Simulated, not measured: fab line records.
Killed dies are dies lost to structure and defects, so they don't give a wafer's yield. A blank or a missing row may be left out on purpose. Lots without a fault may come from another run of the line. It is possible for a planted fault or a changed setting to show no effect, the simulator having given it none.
Comparing a struck lot with a sound one :: flow nand harc :: 15 out of 1159 route steps
Sound: wafers L178.2, L178.4, L178.6. Struck: wafers L189.3, L189.6. (L189.5 of the same lot was not struck and is left out.) The cause comes at the end.
For every step that has rows: the tool of each side, followed by ch and its chambers, followed by its first start. Under that, the readings that differ: sound wafers :: struck wafers :: difference of the means :: sigmas: that difference in standard deviations of wafers without a fault.
alike: readings with means less than 2 such deviations apart, plus words and numbers identical on both sides. not compared: withheld readings, readings lacking a value on some wafer, bounds such as >300 that could conceal the same value, and numbers that have no deviation in the record and whose values overlap.
A row with sigmas, a row that says differs or no value, or rows on one side alone: a step with any of these is where the two part. When numbers do not overlap yet have no deviation, they are printed without sigmas and do not part them. A reading that every wafer of one side lacks parts them only if that side has two wafers or more.

first, 3 steps without rows for these wafers: NHARC_A_CHANNEL_HOLE_D1_STRIP_41 (strips in N2/H2); NHARC_A_CHANNEL_HOLE_D1_STRIP_42 (strips in CF4/CHF3); NHARC_A_CHANNEL_HOLE_D1_STRIP_43 (strips in O2/COS).
NHARC_A_CHANNEL_HOLE_D1_ETCH_44: etches the open film in CF4/O2, target depth 140 nm, overetch 14 nm, time 77 s.
  sound on rie diel-12 ch 1,2,3, day 8 23:18; struck on rie diel-10 ch 2,3, day 11 10:49
  alike: drypump motor current A, oes product au, rf vpp V, showerhead plenum p Torr, throttle valve pct
  not compared: rf hours counter h
NHARC_A_CHANNEL_HOLE_D1_STRIP_27: strips in O2.
  sound on rie diel-12 ch 0,2,3; struck on rie diel-10 ch 0,3
reading: rf vpp V (V)
sound: 57.8 57.8 54.2
struck: 59.0 59.0
difference: +2.4
sigmas: +3
  alike: drypump motor current A, oes product au, showerhead plenum p Torr, throttle valve pct
  not compared: rf hours counter h
then, 2 steps without rows for these wafers: NHARC_A_CHANNEL_HOLE_D1_PRECLEAN_28 (cleans in SC1); NHARC_A_CHANNEL_HOLE_D1_SRD_29.
NHARC_A_CHANNEL_HOLE_D1_CD_MEAS_30:
  sound: cd sem-01 at day 9 00:06; struck: cd sem-02 at day 11 11:37
  alike: cd nm
NHARC_A_CHANNEL_HOLE_D1_XSEM_31:
  sound on xsem-02 ch 0, day 9 00:11; struck on xsem-02 ch 0, day 11 11:43
reading: tilt deg (degrees)
sound: 0.10 0.10 0.10
struck: 0.00 0.00
difference: -0.10
sigmas: -2
  alike: bot cd nm, bow nm
NHARC_A_CHANNEL_HOLE_D1_INSPECT_40:
  sound: defect inspect-01 at day 9 00:17; struck: defect inspect-01 at day 11 11:48
  alike: raw defect count
then, 2 steps without rows for these wafers: NHARC_A_CHANNEL_FILL_D1_PRECLEAN_00 (cleans in SC1); NHARC_A_CHANNEL_FILL_D1_SRD_01.
NHARC_A_CHANNEL_FILL_D1_ALD_02: deposits SiO2, target thk 6 nm, pulse time 10 s, ald cycles 60.
  sound on ald hk-03 ch 0,3, day 9 00:33; struck on ald hk-03 ch 1,3, day 11 12:26
reading: ald cycles
sound: 60 60 60
struck: 67 67
difference: +7
sigmas: 
  alike: heater power w, precursor pulse height rel
NHARC_A_CHANNEL_FILL_D1_ALD_03: deposits SiNx, target thk 6 nm, pulse time 60 s, ald cycles 58.
  sound on ald sin batch-03 ch 0; struck on ald sin batch-01 ch 0
  alike: precursor pulse height rel
  not compared: ald cycles
then, 1 step without rows for these wafers: NHARC_END_SORT_01.

WHERE THEY PART
Last at NHARC_A_CHANNEL_HOLE_D1_XSEM_31 as far as this record goes, first at NHARC_A_CHANNEL_HOLE_D1_STRIP_27. Later steps at which nothing parts them and some readings are alike: NHARC_A_CHANNEL_HOLE_D1_INSPECT_40, NHARC_A_CHANNEL_FILL_D1_ALD_02, NHARC_A_CHANNEL_FILL_D1_ALD_03.

WHY: whatever the simulator had introduced
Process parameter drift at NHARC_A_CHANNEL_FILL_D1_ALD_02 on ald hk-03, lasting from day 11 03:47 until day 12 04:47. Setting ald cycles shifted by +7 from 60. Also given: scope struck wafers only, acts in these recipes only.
